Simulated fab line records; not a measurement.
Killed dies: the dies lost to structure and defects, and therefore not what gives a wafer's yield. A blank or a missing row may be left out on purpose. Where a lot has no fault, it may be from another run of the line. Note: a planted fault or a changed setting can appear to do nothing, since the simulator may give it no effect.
Chamber matching | flow nandHarc | NHARC_P_M2_CMP_23 on cmp-03: 4 sister chambers
The step polishes, t overpolish 20 s, target thk 144.3 nm. 8 wafers are shown with their chamber, then 11 later ones without.

## WAFERS PAIRED WITH THEIR CHAMBERS
wafer  | chamber | motorCurrentA (A) | timeToEndpointS (s)
L083.3 | 2       | 13.1              | 29.5
L085.4 | 1       | 12.7              | 28.7
L084.4 | 3       | 12.4              | 30.3
L084.5 | 0       | 11.3              | 30.0
L087.2 | 1       | 12.8              | 28.2
L087.5 | 0       | 12.1              | 27.6
L087.6 | 3       | 12.7              | 30.0
L086.2 | 2       | 12.2              | 28.8

## WAFERS MISSING THEIR CHAMBER
wafer  | motorCurrentA (A) | timeToEndpointS (s)
L086.5 | 12.3              | 30.8
L086.6 | 12.4              | 27.4
L094.2 | 12.9              | 29.7
L094.3 | 12.1              | 28.2
L094.4 | 12.0              | 24.9
L095.3 | 11.4              | 29.8
L095.4 | 12.8              | 32.4
L095.6 | 13.0              | 30.5
L096.3 | 12.6              | 26.1
L096.4 | 12.0              | 28.9
L096.5 | 12.4              | 29.6

## CHAMBER TAKEN BY EACH
wafer  | from the rows above               | in truth
L086.5 | can't be placed: 3 or 2 or 0 or 1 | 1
L086.6 | can't be placed: 1 or 2 or 0 or 3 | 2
L094.2 | can't be placed: 2 or 3 or 1      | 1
L094.3 | can't be placed: 0 or 1 or 2 or 3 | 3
L094.4 | can't be placed: 1 or 0 or 2 or 3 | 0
L095.3 | can't be placed: 0 or 3 or 2      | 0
L095.4 | can't be placed: 3 or 2 or 1      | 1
L095.6 | can't be placed: 3 or 2 or 1      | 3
L096.3 | can't be placed: 1 or 2 or 0 or 3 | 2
L096.4 | can't be placed: 0 or 2 or 1 or 3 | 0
L096.5 | can't be placed: 3 or 2 or 1 or 0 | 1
0 of 11 placed correctly. These rows do not allow placing 11 (true chamber among the candidates in 11). Wrongly placed: 0.
How it was worked out, from the rows above alone: a wafer's distance from a chamber is the root of the sum, over the readings, of the square of ((its reading less the chamber's mean) divided by the reading's scatter). The wafer belongs to the nearest chamber; if the next one is less than 2 further off, it can't be placed. For every chamber, the mean is computed from those of its wafers that are shown. The scatter is the square root of a quotient: the sum, over the shown wafers, of each reading's squared deviation from its chamber's mean, divided by wafers minus chambers.
